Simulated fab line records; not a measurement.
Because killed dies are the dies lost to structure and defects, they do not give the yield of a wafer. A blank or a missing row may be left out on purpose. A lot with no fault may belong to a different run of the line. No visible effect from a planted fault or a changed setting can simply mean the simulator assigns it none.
Which tool is to blame? | flow n5-finfet | 12 lots (36 wafers sampled), 1 step of a 1938-step route

== WHAT EACH GAUGE READ, for each wafer ==
N5_BEOL_M15_OVL_MEAS_29.
lot  | measured     | on         | M15_OVL (nm)
L075 | day 12 14:56 | overlay-01 | 0 5 2
L079 | day 12 18:10 | overlay-02 | 5 8 4
L077 | day 12 23:32 | overlay-02 | -11 -5 -14
L083 | day 13 19:17 | overlay-01 | -3 -1 -8
L082 | day 14 00:30 | overlay-02 | 1 6 -8
L085 | day 14 15:49 | overlay-02 | 9 1 5
L086 | day 15 12:49 | overlay-01 | -6 -8 -12
L088 | day 16 02:31 | overlay-01 | 4 -6 -4
L090 | day 16 03:14 | overlay-01 | 7 -3 1
L092 | day 16 22:58 | overlay-01 | 7 2 -1
L095 | day 17 13:53 | overlay-01 | -1 -3 0
L097 | day 18 01:18 | overlay-02 | 8 -1 -5

== TOOL THAT RAN EACH LOT (tool first, then ch and the chambers of the sampled wafers, then the start) ==
The record shows no process step preceding these readings.

== THE ANSWER, worked out from the rows above alone ==
Rule: the lots themselves supply what counts as usual. The widest of any qualifying gaps counts: lots, ordered by their means at a reading, are off when they make up no more than a third of the lots, leave a main group of 4 or more, and stand apart from it by 3 or more times the standard deviation of that group's means. Not used: any main group whose means are identical at the precision the tables above print for the reading. Also off: a lot with no number at a reading for which 4 or more lots have one. Any other lot the step has rows for is counted as sound.
No lot is off at any reading shown: from this, nothing can be told.

== WHAT THE SIMULATOR PUT IN ==
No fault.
